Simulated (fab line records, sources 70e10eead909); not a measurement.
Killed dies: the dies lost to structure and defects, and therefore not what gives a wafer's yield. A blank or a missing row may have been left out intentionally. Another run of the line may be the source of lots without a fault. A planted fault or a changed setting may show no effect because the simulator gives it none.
Matching of chambers | flow nandHarc | NHARC_A_M0_DEP_32 on pecvd-02: 3 sister chambers
The step deposits SiCN, target thk 30 nm. 20 wafers are shown with their chamber, then 10 later ones without.

== WAFERS WITH THEIR CHAMBER ==
wafer  | chamber | heaterPowerW (W)
L074.1 | 1       | 585
L074.4 | 2       | 464
L074.6 | 1       | 562
L079.1 | 0       | 631
L079.2 | 1       | 609
L079.6 | 1       | 613
L078.1 | 0       | 641
L078.3 | 1       | 527
L078.6 | 0       | 640
L086.1 | 2       | 420
L086.2 | 1       | 476
L086.6 | 1       | 466
L085.1 | 0       | 508
L085.2 | 2       | 471
L085.3 | 0       | 520
L090.2 | 0       | 536
L090.5 | 1       | 576
L090.6 | 0       | 535
L094.2 | 2       | 477
L094.4 | 0       | 549

SIGNATURES (means of the wafers above)
reading      | chamber 0 | chamber 1 | chamber 2 | scatter within a chamber
heaterPowerW | 570.00    | 551.75    | 458.00    | 52.8
Rule: a wafer lies at a distance from a chamber equal to the root of the sum of squares, over the readings, of (its reading less the chamber's mean, divided by the reading's scatter). The wafer belongs to the nearest chamber; if the next one is less than 2 further off, it can't be placed. The scatter: the root of (the sum of the squares of (reading less its chamber's mean) over the shown wafers, divided by (wafers less chambers)).

== WAFERS WHOSE CHAMBER IS MISSING ==
wafer  | heaterPowerW (W)
L094.5 | 579
L095.1 | 564
L095.2 | 376
L095.5 | 576
L097.1 | 472
L097.2 | 564
L097.3 | 540
L096.3 | 485
L096.5 | 628
L096.6 | 467

== EACH ONE'S CHAMBER ==
wafer  | from the rows above          | in truth
L094.5 | can't be placed: 0 or 1      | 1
L095.1 | can't be placed: 0 or 1 or 2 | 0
L095.2 | can't be placed: 2 or 1      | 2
L095.5 | can't be placed: 0 or 1      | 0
L097.1 | can't be placed: 2 or 1 or 0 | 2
L097.2 | can't be placed: 0 or 1 or 2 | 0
L097.3 | can't be placed: 1 or 0 or 2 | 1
L096.3 | can't be placed: 2 or 1 or 0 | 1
L096.5 | can't be placed: 0 or 1      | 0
L096.6 | can't be placed: 2 or 1 or 0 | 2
Placed correctly: 0 of 10. Unplaceable from these rows: 10, with the true chamber sitting among the candidates in 10. 0 placed wrongly.
